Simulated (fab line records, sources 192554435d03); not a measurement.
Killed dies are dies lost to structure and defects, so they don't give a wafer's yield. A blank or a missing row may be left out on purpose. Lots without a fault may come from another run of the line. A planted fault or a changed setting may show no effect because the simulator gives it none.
Chamber matching | flow n5_finfet | N5_BEOL_M9_DEP_56 on pecvd-01: 3 sister chambers
The step deposits SiCN from 3MS/NH3, target thk 15 nm, time 26.5 s. 3 wafers are shown with their chamber, then 7 later ones without.

WAFERS WITH THEIR CHAMBER
wafer  | chamber | throttle_valve_pct (%)
L079.2 | 0       | 9.1
L087.2 | 1       | 10.1
L087.3 | 2       | 8.5

WAFERS WITHOUT THEIR CHAMBER
wafer  | throttle_valve_pct (%)
L087.6 | 9.4
L086.1 | 9.6
L086.3 | 8.7
L086.5 | 9.1
L096.1 | 8.6
L096.2 | 9.5
L096.5 | 9.2

WHICH CHAMBER EACH WENT THROUGH
wafer  | from the rows above     | in truth
L087.6 | can't be placed: 0 or 1 | 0
L086.1 | can't be placed: 0 or 1 | 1
L086.3 | can't be placed: 2 or 0 | 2
L086.5 | 0                       | 0
L096.1 | can't be placed: 2 or 0 | 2
L096.2 | can't be placed: 0 or 1 | 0
L096.5 | 0                       | 0
Placed correctly: 2 of 7. Can't be placed from these rows: 5 (the true chamber is among the candidates in 5). Placed wrongly: 0.
How it was worked out, from the rows above alone: a wafer's distance from a chamber is the root of the sum, over the readings, of the square of ((its reading less the chamber's mean) divided by the reading's scatter). The wafer belongs to the nearest chamber; if the next one is less than 2 further off, it can't be placed. A chamber's mean is the mean of its shown wafers. The scatter: with one shown wafer a chamber, the root of the mean of the squares of how far each hidden wafer lies from its nearest shown one.
